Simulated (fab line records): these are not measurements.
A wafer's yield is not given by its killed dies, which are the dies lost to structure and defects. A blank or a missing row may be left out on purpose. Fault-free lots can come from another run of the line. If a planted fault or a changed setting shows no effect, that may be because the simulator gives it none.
Which tool did it? | flow nand_harc | 6 lots, 18 wafers sampled, at 5 steps of a route of 1159

== WHAT EACH GAUGE READ, for each wafer ==
NHARC_END_SORT_01.
lot  | measured     | on        | defect_limited_yield (%)
L421 | day 23 08:32 | prober-01 | 0 0 0
L427 | day 23 22:50 | prober-01 | 96.0 97.5 96.2

== WHAT TOOL EACH LOT RAN ON (gives the tool, then ch and the chambers of the sampled wafers, and finally the start) ==
lot  | NHARC_THIN_TSV_DEP_43           | NHARC_THIN_TSV_STRIP_45              | NHARC_THIN_TSV_PRE_CLEAN_54  | NHARC_THIN_TSV_PVD_24
L410 | pecvd-04 ch 0,2, day 19 05:25   | plasma_asher-01 ch 0,1, day 19 07:17 | pvd_sputter-02, day 19 11:19 | pvd_sputter-02, day 19 11:32
L421 | pecvd-01 ch 1,2, day 22 16:55   | plasma_asher-01 ch 0,1, day 22 18:53 | pvd_sputter-01, day 22 22:43 | pvd_sputter-01, day 22 22:59
L427 | pecvd-04 ch 1,2, day 23 05:42   | plasma_asher-01 ch 0,1, day 23 07:49 | pvd_sputter-03, day 23 11:41 | pvd_sputter-03, day 23 11:55
L426 | pecvd-01 ch 0,1, day 23 11:19   | plasma_asher-01 ch 0, day 23 14:21   | pvd_sputter-01, day 23 20:10 | pvd_sputter-01, day 23 20:29
L429 | pecvd-04 ch 0,1,2, day 23 17:05 | plasma_asher-02 ch 0,1, day 23 19:53 | pvd_sputter-01, day 23 23:41 | pvd_sputter-01, day 23 23:54
L432 | pecvd-04 ch 0,1,2, day 24 02:50 | plasma_asher-02 ch 0,1, day 24 04:41 | pvd_sputter-02, day 24 08:40 | pvd_sputter-02, day 24 08:54
- NHARC_THIN_TSV_DEP_43: deposits SiO2, target thk 1328.5 nm.
- NHARC_THIN_TSV_STRIP_45: strips in O2.
- NHARC_THIN_TSV_PRE_CLEAN_54: time 30 s.
- NHARC_THIN_TSV_PVD_24: deposits Al, target thk 800 nm.

== THE ANSWER, worked out from the rows above alone ==
Rule: the lots themselves supply what counts as usual. Put in order of their means at a reading, lots are off if they are a third of the lots or fewer, leave a main group of 4 or more, and stand apart from it by a gap of 3 or more times the standard deviation of the main group's means; of several such gaps the widest counts. A main group is skipped when, at the precision printed for the reading in the tables above, its means are all equal. A lot without any number at a reading at which 4 lots or more have one is off too. The other lots that the step has rows for count as sound.
None of the lots is off at any reading shown; this tells nothing.

== WHAT THE SIMULATOR HAD INSERTED ==
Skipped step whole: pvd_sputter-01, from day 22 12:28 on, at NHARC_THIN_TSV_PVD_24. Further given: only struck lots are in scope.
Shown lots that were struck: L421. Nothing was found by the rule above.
